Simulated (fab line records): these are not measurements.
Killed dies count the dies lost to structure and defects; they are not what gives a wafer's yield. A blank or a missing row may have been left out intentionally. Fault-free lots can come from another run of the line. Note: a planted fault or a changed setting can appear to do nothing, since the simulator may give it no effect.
fab line records | flow n5-finfet
[record] lots = 7 | wafers = 39
route steps=1938 shown FIN_SAQP@102 FIN_CUT@176 SD_EPI_P@321 MOL_CONTACT_COAG@547 BEOL_M0_SAQP@633 BEOL_M1@824 BEOL_M2@908 BEOL_M4@1092
start-h: start of the lot's first displayed wafer, in hours after the record's first day | wait-h: hours elapsed since this lot's preceding step | " as in the row above | L1.1+2: a single row standing in for several wafers | - no value, or no start given | * or withheld: withheld | < > ~ a bound
route shown NAME@n: a module of which the file shows steps, and the number in the route of the first | usual: the fault-free wafers' mean and standard deviation | same: alike in all rows | chamber/n: place in a boat | sites: each site's reading | _std_site: the values' standard deviation | _edge_site: mean of outer sites minus mean of inner sites | radius-mm: how far each site lies from the wafer's centre | mask NAME#n: copy n | behind: tool/chamber where the wafer was last shaped | hold: why the lot went on hold/how many hours it stayed there/how the hold came to an end | device: the transistor (n, p or np) that didn't switch | end of line: tests of these same wafers at the route's end | for a step that has no rows: nothing shown but its recipe | killed: not the wafer's yield, but the dies lost to structure and defects at the first sort | map: the dies of a wafer, with x for killed, . for not killed, _ for no die there
set.NAME: the setting that was run; set.NAME@STEP: the one run at that earlier step | model.NAME: the simulator's own value behind a step, which no gauge read
lots run with intentionally changed settings; tables by step, rows by wafer
[[steps]]
[step N5_FIN_SAQP_HM_DEP_72]
[recipe] material = SiO2 | target-thk-a = 120 | temp-c = 400 | precursor = SiH4/N2O | pressure-torr = 0.75 | rf-w = 275 | time-s = 7.2
[step N5_FIN_CUT_CUT_ETCH_15]
[recipe] chemistry = HBr/Cl2/O2 | target = Si | target-depth-a = 1000 | bt-time-s = 10 | mask-material = SOC | time-s = 42.4 | ion-energy-ev = * | bias-w = * | pressure-mtorr = 10 | icp-w = 800 | HBr_flow_sccm = 150 | Cl2_flow_sccm = 80 | O2_flow_sccm = 12
[step N5_SD_EPI_P_EPI_21]
[recipe] material = SiGe:B | dopant = B | temp-c = 550 | pressure-torr = 20 | ambient = H2 | time-s = 355
[step N5_MOL_CONTACT_COAG_SPUTTER_143]
[recipe] material = Co | target-thk-a = 25 | temp-c = 25 | chamber-pressure-pa = 0.2
[step N5_BEOL_M0_SAQP_ILD_DEP_01]
[recipe] material = SiOC | target-thk-a = 454.19 | temp-c = 350 | precursor = DEMS/O2 | pressure-torr = 5 | rf-w = 500 | time-s = 8.7
[step N5_BEOL_M1_SPUTTER_90]
[recipe] material = Cu | target-thk-a = 45 | temp-c = -20 | chamber-pressure-pa = 0.07 | power-w = withheld | time-s = 8.29
[step N5_BEOL_M2_SPUTTER_81]
[step N5_BEOL_M4_SPUTTER_88]
[step N5_BEOL_M4_RC_MEAS_101]
[usual] REXT_P = 100.4/2.3 | RS_SD_P = 66.1/0.93 | VT_P = -248/3.6 | VT_P_LVT = -97/3.5
lot.wafer | tool      | chamber | start-h | wait-h | set.target-thk-a@FIN_SAQP_HM_DEP_72 | set.time-s@FIN_CUT_CUT_ETCH_15 | set.epi-growth-time-s@SD_EPI_P_EPI_21 | set.target-thk-a@MOL_CONTACT_COAG_SPUTTER_143 | set.time-s@BEOL_M0_SAQP_ILD_DEP_01 | set.target-thk-a@BEOL_M1_SPUTTER_90 | set.target-thk-a@BEOL_M2_SPUTTER_81 | set.target-thk-a@BEOL_M4_SPUTTER_88 | REXT_P[ohm.um] | RS_SD_P[ohm/sq] | VT_P[mV] | VT_P_LVT[mV]
L074.1    | prober-02 | 0       | 163.72  | 0.0    | 185.2                               | 42.4                           | 475.1                                 | 25                                            | 8.7                                | 45                                  | 45                                  | 70.79                               | 96.8           | 54.0            | -239     | -88
L074.2    | "         | 0       | "       | "      | 185.2                               | 42.4                           | 355                                   | 25                                            | 8.7                                | 45                                  | 31.87                               | 70.79                               | 98.6           | 66.5            | -246     | -94
L074.3    | "         | 0       | "       | "      | 120                                 | 42.4                           | 475.1                                 | 25                                            | 8.7                                | 67.43                               | 45                                  | 70.79                               | 96.5           | 54.5            | -245     | -92
L074.4    | "         | 0       | "       | "      | 185.2                               | 42.4                           | 355                                   | 25                                            | 8.7                                | 67.43                               | 31.87                               | 45                                  | 99.0           | 65.8            | -249     | -95
L074.5    | "         | 0       | "       | "      | 120                                 | 42.4                           | 355                                   | 25                                            | 8.7                                | 67.43                               | 45                                  | 45                                  | 99.6           | 66.3            | -247     | -96
L074.6    | "         | 0       | "       | "      | 120                                 | 42.4                           | 475.1                                 | 25                                            | 8.7                                | 45                                  | 31.87                               | 45                                  | 97.4           | 54.9            | -237     | -88
L077.1    | prober-01 | 0       | 189.07  | 0.0    | 120                                 | 18.58                          | 471.6                                 | 25                                            | 8.7                                | 45                                  | 45                                  | 45                                  | 99.8           | 55.1            | -251     | -101
L077.2    | "         | 0       | "       | "      | 99.19                               | 42.4                           | 355                                   | 25                                            | 8.7                                | 54.54                               | 23.49                               | 45                                  | 100.4          | 67.9            | -249     | -96
L077.3    | "         | 0       | "       | "      | 99.19                               | 18.58                          | 471.6                                 | 25                                            | 5.095                              | 54.54                               | 23.49                               | 45                                  | 96.9           | 56.0            | -249     | -100
L077.4    | "         | 0       | "       | "      | 99.19                               | 42.4                           | 471.6                                 | 36.96                                         | 5.095                              | 45                                  | 45                                  | 45                                  | 96.1           | 55.6            | -244     | -92
L077.5    | "         | 0       | "       | "      | 120                                 | 42.4                           | 355                                   | 36.96                                         | 5.095                              | 45                                  | 23.49                               | 45                                  | 101.2          | 67.6            | -248     | -100
L077.6    | "         | 0       | "       | "      | 120                                 | 18.58                          | 355                                   | 36.96                                         | 8.7                                | 54.54                               | 45                                  | 45                                  | 100.6          | 67.4            | -249     | -101
L081.1    | prober-01 | 0       | 199.31  | 0.0    | 145.7                               | 42.4                           | 466.6                                 | 25                                            | 8.7                                | 57.42                               | 45                                  | 28.29                               | 96.2           | 54.0            | -240     | -90
L081.2    | "         | 0       | "       | "      | 120                                 | 26.25                          | 466.6                                 | 25                                            | 8.7                                | 45                                  | 70.33                               | 45                                  | 96.8           | 54.5            | -244     | -93
L081.3    | "         | 0       | "       | "      | 145.7                               | 26.25                          | 466.6                                 | 25                                            | 8.7                                | 57.42                               | 45                                  | 45                                  | 96.9           | 54.1            | -242     | -91
L081.4    | "         | 0       | "       | "      | 145.7                               | 42.4                           | 355                                   | 25                                            | 8.7                                | 45                                  | 70.33                               | 28.29                               | 99.2           | 66.5            | -243     | -92
L081.5    | "         | 0       | "       | "      | 120                                 | 42.4                           | 355                                   | 25                                            | 8.7                                | 57.42                               | 70.33                               | 45                                  | 99.7           | 65.4            | -242     | -93
L081.6    | "         | 0       | "       | "      | 120                                 | 26.25                          | 355                                   | 25                                            | 8.7                                | 45                                  | 45                                  | 28.29                               | 100.0          | 65.1            | -247     | -95
L082.1    | prober-02 | 0       | 215.84  | 0.0    | 120                                 | 23.28                          | 247.7                                 | 16.17                                         | 8.7                                | 25.75                               | 65.42                               | 45                                  | 115.2          | 87.7            | -257     | -109
L082.2    | "         | 0       | "       | "      | 53.85                               | 42.4                           | 247.7                                 | 25                                            | 8.7                                | 45                                  | 45                                  | 45                                  | 115.1          | 88.2            | -254     | -105
L082.3    | "         | 0       | "       | "      | 120                                 | 23.28                          | 355                                   | 25                                            | 8.7                                | 45                                  | 45                                  | 45                                  | 103.6          | 66.9            | -243     | -94
L082.4    | "         | 0       | "       | "      | 53.85                               | 23.28                          | 355                                   | 16.17                                         | 8.7                                | 25.75                               | 45                                  | 45                                  | 102.9          | 66.8            | -244     | -95
L082.5    | "         | 0       | "       | "      | 53.85                               | 42.4                           | 247.7                                 | 16.17                                         | 8.7                                | 45                                  | 65.42                               | 45                                  | 114.8          | 87.8            | -254     | -106
L082.6    | "         | 0       | "       | "      | 120                                 | 42.4                           | 355                                   | 25                                            | 8.7                                | 25.75                               | 65.42                               | 45                                  | 104.4          | 67.6            | -245     | -96
L084.1    | prober-01 | 0       | 235.73  | 0.0    | 177.1                               | 42.4                           | 355                                   | 25                                            | 8.7                                | 45                                  | 24.85                               | 45                                  | 104.3          | 65.3            | -249     | -97
L084.2    | "         | 0       | "       | "      | 120                                 | 42.4                           | 355                                   | 25                                            | 8.7                                | 45                                  | 24.85                               | 22.11                               | 102.2          | 65.2            | -249     | -97
L084.3    | "         | 0       | "       | "      | 120                                 | 42.4                           | 355                                   | 32.75                                         | 12.82                              | 45                                  | 24.85                               | 45                                  | 102.4          | 66.0            | -254     | -102
L084.4    | "         | 0       | "       | "      | 120                                 | 42.4                           | 355                                   | 32.75                                         | 8.7                                | 45                                  | 45                                  | 45                                  | 103.3          | 65.2            | -251     | -98
L084.5    | "         | 0       | "       | "      | 177.1                               | 42.4                           | 355                                   | 25                                            | 12.82                              | 45                                  | 45                                  | 22.11                               | 105.1          | 65.8            | -246     | -97
L084.6    | "         | 0       | "       | "      | 177.1                               | 42.4                           | 355                                   | 32.75                                         | 12.82                              | 45                                  | 45                                  | 22.11                               | 102.7          | 65.3            | -245     | -94
L086.1    | prober-02 | 0       | 242.43  | 0.0    | 139.9                               | 42.4                           | 355                                   | 30.14                                         | 8.7                                | 64.46                               | 65.06                               | 45                                  | 104.1          | 66.0            | -241     | -91
L086.2    | "         | 0       | "       | "      | 120                                 | 42.4                           | 257.8                                 | 25                                            | 8.7                                | 45                                  | 65.06                               | 45                                  | 115.1          | 84.5            | -252     | -100
L086.3    | "         | 0       | "       | "      | 120                                 | 63.68                          | 257.8                                 | 30.14                                         | 8.7                                | 64.46                               | 45                                  | 52.25                               | 114.6          | 83.9            | -249     | -100
L086.4    | "         | 0       | "       | "      | 139.9                               | 63.68                          | 257.8                                 | 25                                            | 8.7                                | 64.46                               | 65.06                               | 52.25                               | 116.6          | 84.3            | -253     | -105
L086.5    | "         | 0       | "       | "      | 120                                 | 42.4                           | 355                                   | 25                                            | 8.7                                | 45                                  | 45                                  | 45                                  | 104.2          | 65.9            | -240     | -94
L086.6    | "         | 0       | "       | "      | 139.9                               | 63.68                          | 355                                   | 30.14                                         | 8.7                                | 45                                  | 45                                  | 52.25                               | 105.3          | 65.8            | -241     | -93
L094.2    | prober-01 | 0       | 292.18  | 0.2    | 120                                 | 42.4                           | 355                                   | 25                                            | 8.7                                | 45                                  | 45                                  | 45                                  | 99.5           | 65.7            | -240     | -89
L094.3    | "         | 0       | "       | "      | 120                                 | 42.4                           | 355                                   | 25                                            | 8.7                                | 45                                  | 45                                  | 45                                  | 100.5          | 65.5            | -241     | -89
L094.6    | "         | 0       | "       | "      | 120                                 | 42.4                           | 355                                   | 25                                            | 8.7                                | 45                                  | 45                                  | 45                                  | 100.1          | 65.0            | -243     | -91
[[key]]
[split] step = N5_FIN_SAQP_HM_DEP_72 | setting = target-thk-a | stated-as = 120
response none clear
[split] step = N5_FIN_CUT_CUT_ETCH_15 | setting = time-s | stated-as = 42.4
response none clear
[split] step = N5_SD_EPI_P_EPI_21 | setting = epi-growth-time-s | stated-as = 355
[response] step = N5_BEOL_M4_RC_MEAS_101 | reading = RS_SD_P | slope = -0.458 | per = 1% | together-with = all | explained = 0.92
[response] step = N5_BEOL_M4_RC_MEAS_101 | reading = REXT_P | slope = -0.176 | per = 1% | together-with = all | explained = 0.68
[response] step = N5_BEOL_M4_RC_MEAS_101 | reading = VT_P | slope = +0.208 | per = 1% | together-with = all | explained = 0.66
[response] step = N5_BEOL_M4_RC_MEAS_101 | reading = VT_P_LVT | slope = +0.199 | per = 1% | together-with = all | explained = 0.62
[split] step = N5_MOL_CONTACT_COAG_SPUTTER_143 | setting = target-thk-a | stated-as = 25
response none clear
[split] step = N5_BEOL_M0_SAQP_ILD_DEP_01 | setting = time-s | stated-as = 8.7
response none clear
[split] step = N5_BEOL_M1_SPUTTER_90 | setting = target-thk-a | stated-as = 45
response none clear
[split] step = N5_BEOL_M2_SPUTTER_81 | setting = target-thk-a | stated-as = 45
response none clear
[split] step = N5_BEOL_M4_SPUTTER_88 | setting = target-thk-a | stated-as = 45
response none clear
